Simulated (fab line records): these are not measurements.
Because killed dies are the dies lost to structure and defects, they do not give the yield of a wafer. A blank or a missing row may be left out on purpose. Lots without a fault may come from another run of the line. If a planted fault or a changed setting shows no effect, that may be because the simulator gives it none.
Which tool did it?	flow nandHarc	24 lots, 72 wafers sampled, at 6 steps of a route of 1302

## WHAT THE GAUGES SHOWED, per wafer
The record holds no reading of a measuring or inspecting step that can be judged against a usual standard deviation.

## TOOL THAT RAN EACH LOT (tool first, then ch and the chambers of the sampled wafers, then the start)
lot	NHARC_A_STAIRCASE_TRIM_202	NHARC_A_STAIRCASE_DESCUM_219	NHARC_A_STAIRCASE_ETCH_221	NHARC_A_STAIRCASE_TRIM_233	NHARC_A_STAIRCASE_ETCH_234	NHARC_A_STAIRCASE_ETCH_315
L075	rieDiel-02 ch 1,2,3, day 16 15:50 or earlier	rieDiel-02 ch 0,1, day 16 15:50	rieDiel-02 ch 0,2,3, no start	rieDiel-03 ch 0,1, no start	rieDiel-03 ch 0,1, no start	rieDiel-06 ch 1,2, no start
L076	rieDiel-03 ch 0,2,3, day 16 16:22 or earlier	rieDiel-02 ch 2,3, day 16 16:22	rieDiel-02 ch 1,2,3, no start	rieDiel-06 ch 0,3, no start	rieDiel-06 ch 0,1,2, no start	rieDiel-03 ch 2,3, no start
L074	rieDiel-06 ch 1,2,3, day 16 19:04 or earlier	rieDiel-02 ch 0,2,3, day 16 19:04	rieDiel-02 ch 0,1,3, no start	rieDiel-02 ch 0,3, no start	rieDiel-02 ch 1,2, no start	rieDiel-03 ch 0,2,3, no start
L079	rieDiel-06 ch 0,2,3, day 17 20:28 or earlier	rieDiel-02 ch 0,1,2, day 17 20:28	rieDiel-02 ch 0,1,3, no start	rieDiel-02 ch 1,2,3, no start	rieDiel-02 ch 0,1,2, no start	rieDiel-06 ch 0,1,2, no start
L078	rieDiel-06 ch 0,3, day 17 20:46 or earlier	rieDiel-03 ch 1,3, day 17 20:46	rieDiel-03 ch 0,2,3, no start	rieDiel-03 ch 0,1, no start	rieDiel-03 ch 0,1,3, no start	rieDiel-03 ch 2,3, no start
L077	rieDiel-03 ch 0,3, day 17 21:23 or earlier	rieDiel-06 ch 1,2,3, day 17 21:23	rieDiel-06 ch 0,1, no start	rieDiel-06 ch 0,1, no start	rieDiel-06 ch 0,3, no start	rieDiel-06 ch 0,2,3, no start
L080	rieDiel-02 ch 0,1,2, day 18 09:47 or earlier	rieDiel-03 ch 0,1, day 18 09:47	rieDiel-03 ch 0,3, no start	rieDiel-02 ch 0,2, no start	rieDiel-02 ch 0,1,3, no start	rieDiel-02 ch 1,3, no start
L081	rieDiel-06 ch 0,1,3, day 18 13:46 or earlier	rieDiel-06 ch 0,3, day 18 13:46	rieDiel-06 ch 0,2, no start	rieDiel-06 ch 1,3, no start	rieDiel-06 ch 0,2,3, no start	rieDiel-06 ch 0,1,3, no start
L082	rieDiel-03 ch 1,2,3, day 18 14:40 or earlier	rieDiel-02 ch 0,1,2, day 18 14:40	rieDiel-02 ch 1,2, no start	rieDiel-03 ch 0,2,3, no start	rieDiel-03 ch 0,2, no start	rieDiel-06 ch 0,3, no start
L084	rieDiel-06 ch 0,1,3, day 20 06:11 or earlier	rieDiel-02 ch 0,1,2, day 20 06:11	rieDiel-02 ch 0,3, no start	rieDiel-02 ch 0,1,2, no start	rieDiel-02 ch 1,3, no start	rieDiel-02 ch 1,2, no start
L083	rieDiel-02 ch 0,2,3, day 20 06:26 or earlier	rieDiel-06 ch 0,2, day 20 06:26	rieDiel-06 ch 0,1, no start	rieDiel-06 ch 0,1, no start	rieDiel-06 ch 0,2,3, no start	rieDiel-02 ch 0,2,3, no start
L086	rieDiel-02 ch 0,2,3, day 20 21:23 or earlier	rieDiel-02 ch 0,1,2, day 20 21:23	rieDiel-02 ch 0,1,3, no start	rieDiel-02 ch 0,1,3, no start	rieDiel-02 ch 1,2,3, no start	rieDiel-03 ch 0,1,2, no start
L085	rieDiel-06 ch 0,1,2, day 20 22:00 or earlier	rieDiel-06 ch 1,2,3, day 20 22:00	rieDiel-06 ch 0,1,2, no start	rieDiel-06 ch 0,1,3, no start	rieDiel-06 ch 0,1,3, no start	rieDiel-02 ch 0,1,2, no start
L087	rieDiel-06 ch 0,2,3, day 21 22:01 or earlier	rieDiel-06 ch 2,3, day 21 22:01	rieDiel-06 ch 0,1, no start	rieDiel-03 ch 0,2, no start	rieDiel-03 ch 0,1,2, no start	rieDiel-02 ch 0,1,2, no start
L088	rieDiel-03 ch 1,2, day 22 09:23 or earlier	rieDiel-02 ch 0,1,2, day 22 09:23	rieDiel-02 ch 0,1,3, no start	rieDiel-06 ch 1,2, no start	rieDiel-06 ch 1,2, no start	rieDiel-03 ch 1,2, no start
L089	rieDiel-02 ch 1,3, day 22 09:54 or earlier	rieDiel-02 ch 2,3, day 22 09:54	rieDiel-02 ch 0,1, no start	rieDiel-02 ch 1,2, no start	rieDiel-02 ch 0,2,3, no start	rieDiel-02 ch 1,3, no start
L090	rieDiel-06 ch 0,2,3, day 23 09:40 or earlier	rieDiel-02 ch 0,1,3, day 23 09:40	rieDiel-02 ch 0,2, no start	rieDiel-03 ch 0,3, no start	rieDiel-03 ch 0,1,2, no start	rieDiel-02 ch 0,1, no start
L092	rieDiel-03 ch 0,1,2, day 23 14:15 or earlier	rieDiel-02 ch 1,2,3, day 23 14:15	rieDiel-02 ch 0,2,3, no start	rieDiel-03 ch 2,3, no start	rieDiel-03 ch 2,3, no start	rieDiel-06 ch 0,1, no start
L091	rieDiel-06 ch 0,1,2, day 23 18:25 or earlier	rieDiel-03 ch 0,2,3, day 23 18:25	rieDiel-03 ch 0,1,2, no start	rieDiel-06 ch 0,1,3, no start	rieDiel-06 ch 1,2,3, no start	rieDiel-03 ch 0,1,2, no start
L093	rieDiel-02 ch 0,2,3, day 24 00:13 or earlier	rieDiel-03 ch 1,2, day 24 00:13	rieDiel-03 ch 1,2, no start	rieDiel-03 ch 0,2,3, no start	rieDiel-03 ch 0,2,3, no start	rieDiel-03 ch 0,2,3, no start
L094	rieDiel-02 ch 0,1,3, day 24 19:24 or earlier	rieDiel-06 ch 0,1,3, day 24 19:24	rieDiel-06 ch 0,1,2, no start	rieDiel-03 ch 0,1,3, no start	rieDiel-03 ch 0,1,3, no start	rieDiel-02 ch 0,1,3, no start
L096	rieDiel-03 ch 1,2,3, day 25 01:41 or earlier	rieDiel-03 ch 0,1,2, day 25 01:41	rieDiel-03 ch 0,2,3, no start	rieDiel-03 ch 0,1,3, no start	rieDiel-03 ch 0,2,3, no start	rieDiel-02 ch 0,1,3, no start
L095	rieDiel-06 ch 0,3, day 25 08:36 or earlier	rieDiel-06 ch 1,2,3, day 25 08:36	rieDiel-06 ch 2,3, no start	rieDiel-06 ch 0,2,3, no start	rieDiel-06 ch 0,1, no start	rieDiel-06 ch 0,2,3, no start
L097	rieDiel-03 ch 1,2,3, day 25 13:52 or earlier	rieDiel-06 ch 0,1,2, day 25 13:52	rieDiel-06 ch 1,3, no start	rieDiel-06 ch 1,2,3, no start	rieDiel-06 ch 1,3, no start	rieDiel-06 ch 0,1, no start
- NHARC_A_STAIRCASE_TRIM_202: chemistry O2, time 211.2 s.
- NHARC_A_STAIRCASE_DESCUM_219: chemistry O2, time 3 s.
- NHARC_A_STAIRCASE_ETCH_221: etches the open film in C4F8/O2, target depth 100 nm, time 40.5 s.
- NHARC_A_STAIRCASE_TRIM_233: chemistry O2, time 211.2 s.
- NHARC_A_STAIRCASE_ETCH_234: etches the open film in C4F8/O2, target depth 100 nm, time 40.5 s.
- NHARC_A_STAIRCASE_ETCH_315: etches the open film in C4F8/O2/Ar, target depth 2500 nm, time 607.1 s.

## AS READ BY THE TOOLS THEMSELVES (means over the sampled wafers that have a number; for cases with no such wafer, the mark the record gives instead)
NHARC_A_STAIRCASE_TRIM_202.
lot	tool	drypumpMotorCurrentA (A)	oesProductAu (a.u.)	rfVppV (V)	showerheadPlenumPTorr (Torr)	throttleValvePct (%)
L075	rieDiel-02	5.56	1.002	57.4	3.50	17.033
L076	rieDiel-03	5.40	1.005	57.3	3.46	17.031
L074	rieDiel-06	5.54	0.986	58.0	3.50	17.035
L079	rieDiel-06	5.46	0.991	57.2	3.58	17.027
L078	rieDiel-06	5.62	0.988	58.4	3.64	17.041
L077	rieDiel-03	5.50	1.008	57.8	3.42	17.037
L080	rieDiel-02	5.76	1.012	57.6	3.59	17.032
L081	rieDiel-06	5.42	0.993	57.1	3.61	17.043
L082	rieDiel-03	5.65	0.997	57.1	3.61	17.030
L084	rieDiel-06	5.40	0.987	57.7	3.60	17.028
L083	rieDiel-02	5.64	1.014	58.0	3.49	17.036
L086	rieDiel-02	5.65	1.000	57.2	3.49	17.047
L085	rieDiel-06	5.25	0.985	56.8	3.54	17.041
L087	rieDiel-06	5.48	0.987	58.5	3.57	17.042
L088	rieDiel-03	5.55	1.001	57.3	3.62	17.036
L089	rieDiel-02	5.36	1.006	58.3	3.62	17.042
L090	rieDiel-06	5.47	1.001	58.2	3.56	17.038
L092	rieDiel-03	5.49	0.987	57.4	3.70	17.042
L091	rieDiel-06	5.25	0.991	57.8	3.53	17.037
L093	rieDiel-02	5.64	1.015	57.8	3.47	17.028
L094	rieDiel-02	5.54	1.001	57.8	3.53	17.025
L096	rieDiel-03	5.62	1.008	57.7	3.59	17.030
L095	rieDiel-06	5.31	0.987	57.8	3.67	17.030
L097	rieDiel-03	5.65	1.008	57.4	3.58	17.033

NHARC_A_STAIRCASE_DESCUM_219.
lot	tool	drypumpMotorCurrentA (A)	oesProductAu (a.u.)	rfVppV (V)	showerheadPlenumPTorr (Torr)	throttleValvePct (%)
L075	rieDiel-02	5.63	0.997	57.5	1.78	11.313
L076	rieDiel-02	5.65	0.999	58.8	1.97	11.314
L074	rieDiel-02	5.65	0.998	57.6	1.90	11.317
L079	rieDiel-02	5.75	1.007	58.5	1.95	11.314
L078	rieDiel-03	5.69	1.016	58.4	1.95	11.306
L077	rieDiel-06	5.53	0.986	57.7	1.89	11.315
L080	rieDiel-03	5.60	0.998	58.3	1.96	11.315
L081	rieDiel-06	5.64	1.000	57.0	1.98	11.304
L082	rieDiel-02	5.75	1.002	58.9	1.94	11.301
L084	rieDiel-02	5.73	1.012	57.6	1.94	11.312
L083	rieDiel-06	5.30	0.984	58.6	1.91	11.305
L086	rieDiel-02	5.75	0.999	58.3	1.94	11.303
L085	rieDiel-06	5.52	0.994	57.5	1.88	11.321
L087	rieDiel-06	5.58	0.991	57.3	1.87	11.313
L088	rieDiel-02	5.76	1.006	57.2	1.93	11.315
L089	rieDiel-02	5.46	1.006	57.7	1.94	11.309
L090	rieDiel-02	5.53	1.010	57.8	1.91	11.307
L092	rieDiel-02	5.58	1.009	58.2	1.98	11.315
L091	rieDiel-03	5.39	0.995	58.4	1.96	11.307
L093	rieDiel-03	5.56	1.002	58.0	1.97	11.317
L094	rieDiel-06	5.40	0.987	57.3	1.95	11.310
L096	rieDiel-03	5.47	0.999	57.6	2.01	11.309
L095	rieDiel-06	5.53	1.009	57.0	1.87	11.308
L097	rieDiel-06	5.23	1.000	57.8	1.91	11.311

NHARC_A_STAIRCASE_ETCH_221.
lot	tool	oesProductAu (a.u.)	rfVppV (V)
L075	rieDiel-02	0.934	896
L076	rieDiel-02	0.925	895
L074	rieDiel-02	0.953	891
L079	rieDiel-02	0.952	896
L078	rieDiel-03	0.953	892
L077	rieDiel-06	0.927	898
L080	rieDiel-03	0.953	893
L081	rieDiel-06	0.936	896
L082	rieDiel-02	0.958	904
L084	rieDiel-02	0.928	893
L083	rieDiel-06	0.948	901
L086	rieDiel-02	0.921	897
L085	rieDiel-06	0.929	896
L087	rieDiel-06	0.943	897
L088	rieDiel-02	0.946	896
L089	rieDiel-02	0.928	893
L090	rieDiel-02	0.954	891
L092	rieDiel-02	0.945	894
L091	rieDiel-03	0.915	902
L093	rieDiel-03	0.944	900
L094	rieDiel-06	0.915	896
L096	rieDiel-03	0.949	899
L095	rieDiel-06	0.956	892
L097	rieDiel-06	0.966	895

NHARC_A_STAIRCASE_TRIM_233.
lot	tool	drypumpMotorCurrentA (A)	oesProductAu (a.u.)	rfVppV (V)	showerheadPlenumPTorr (Torr)	throttleValvePct (%)
L075	rieDiel-03	5.6	1.002	58.4	3.62	17.040
L076	rieDiel-06	5.6	0.987	57.9	3.65	17.045
L074	rieDiel-02	5.4	0.997	57.7	3.48	17.045
L079	rieDiel-02	5.6	1.012	57.7	3.67	17.036
L078	rieDiel-03	5.6	1.007	57.8	3.61	17.040
L077	rieDiel-06	5.2	0.975	58.4	3.58	17.040
L080	rieDiel-02	5.9	1.013	58.1	3.53	17.038
L081	rieDiel-06	5.8	0.977	58.3	3.55	17.037
L082	rieDiel-03	5.4	1.006	57.3	3.45	17.039
L084	rieDiel-02	5.8	1.002	57.6	3.58	17.030
L083	rieDiel-06	5.2	0.981	57.7	3.57	17.039
L086	rieDiel-02	5.5	1.001	58.0	3.54	17.045
L085	rieDiel-06	5.4	0.988	57.7	3.60	17.040
L087	rieDiel-03	5.4	0.992	57.2	3.64	17.038
L088	rieDiel-06	5.4	0.994	58.0	3.42	17.038
L089	rieDiel-02	5.7	0.998	58.8	3.74	17.041
L090	rieDiel-03	5.5	1.001	58.0	3.58	17.040
L092	rieDiel-03	5.5	1.011	58.0	3.50	17.031
L091	rieDiel-06	5.4	1.001	58.0	3.59	17.032
L093	rieDiel-03	5.4	0.994	57.8	3.60	17.035
L094	rieDiel-03	5.5	0.984	58.6	3.67	17.034
L096	rieDiel-03	5.5	1.002	58.4	3.67	17.037
L095	rieDiel-06	5.5	0.991	58.0	3.55	17.038
L097	rieDiel-06	5.5	1.002	58.0	3.46	17.028

NHARC_A_STAIRCASE_ETCH_234.
lot	tool	oesProductAu (a.u.)	rfVppV (V)
L075	rieDiel-03	0.953	893
L076	rieDiel-06	0.930	897
L074	rieDiel-02	0.937	892
L079	rieDiel-02	0.939	898
L078	rieDiel-03	0.951	895
L077	rieDiel-06	0.935	900
L080	rieDiel-02	0.947	897
L081	rieDiel-06	0.942	898
L082	rieDiel-03	0.964	895
L084	rieDiel-02	0.940	901
L083	rieDiel-06	0.934	898
L086	rieDiel-02	0.955	901
L085	rieDiel-06	0.933	898
L087	rieDiel-03	0.935	902
L088	rieDiel-06	0.949	893
L089	rieDiel-02	0.949	894
L090	rieDiel-03	0.927	902
L092	rieDiel-03	0.949	895
L091	rieDiel-06	0.947	894
L093	rieDiel-03	0.935	899
L094	rieDiel-03	0.923	901
L096	rieDiel-03	0.925	899
L095	rieDiel-06	0.949	896
L097	rieDiel-06	0.945	896

NHARC_A_STAIRCASE_ETCH_315.
lot	tool	oesProductAu (a.u.)	rfVppV (V)
L075	rieDiel-06	0.914	1821
L076	rieDiel-03	0.952	1828
L074	rieDiel-03	0.946	1821
L079	rieDiel-06	0.922	1828
L078	rieDiel-03	0.936	1828
L077	rieDiel-06	0.921	1831
L080	rieDiel-02	0.930	1834
L081	rieDiel-06	0.914	1832
L082	rieDiel-06	0.922	1839
L084	rieDiel-02	0.934	1839
L083	rieDiel-02	0.938	1824
L086	rieDiel-03	0.919	1840
L085	rieDiel-02	0.931	1830
L087	rieDiel-02	0.938	1829
L088	rieDiel-03	0.924	1834
L089	rieDiel-02	0.938	1833
L090	rieDiel-02	0.928	1820
L092	rieDiel-06	0.913	1835
L091	rieDiel-03	0.920	1839
L093	rieDiel-03	0.921	1832
L094	rieDiel-02	0.918	1839
L096	rieDiel-02	0.920	1839
L095	rieDiel-06	0.931	1828
L097	rieDiel-06	0.926	1835

## THE ANSWER, worked out from the rows above alone
Rule: the lots themselves supply what counts as usual. Put in order of their means at a reading, lots are off if they are a third of the lots or fewer, leave a main group of 4 or more, and stand apart from it by a gap of 3 or more times the standard deviation of the main group's means; of several such gaps the widest counts. The tables above print the reading to a certain number of digits; a main group whose means all agree to those digits is not used. A lot without any number at a reading at which 4 lots or more have one is off too. All remaining lots with rows at the step are treated as sound. The gauges are gone through in route order, then the tools' own readings, and for those a lot's mean is taken as printed above. At the first step where some lot is off, the reading lying furthest off is the one used; lots without a number count as furthest.
No lot is off on any of the readings shown, so nothing can be concluded from this.

## WHAT HAD BEEN PUT IN BY THE SIMULATOR
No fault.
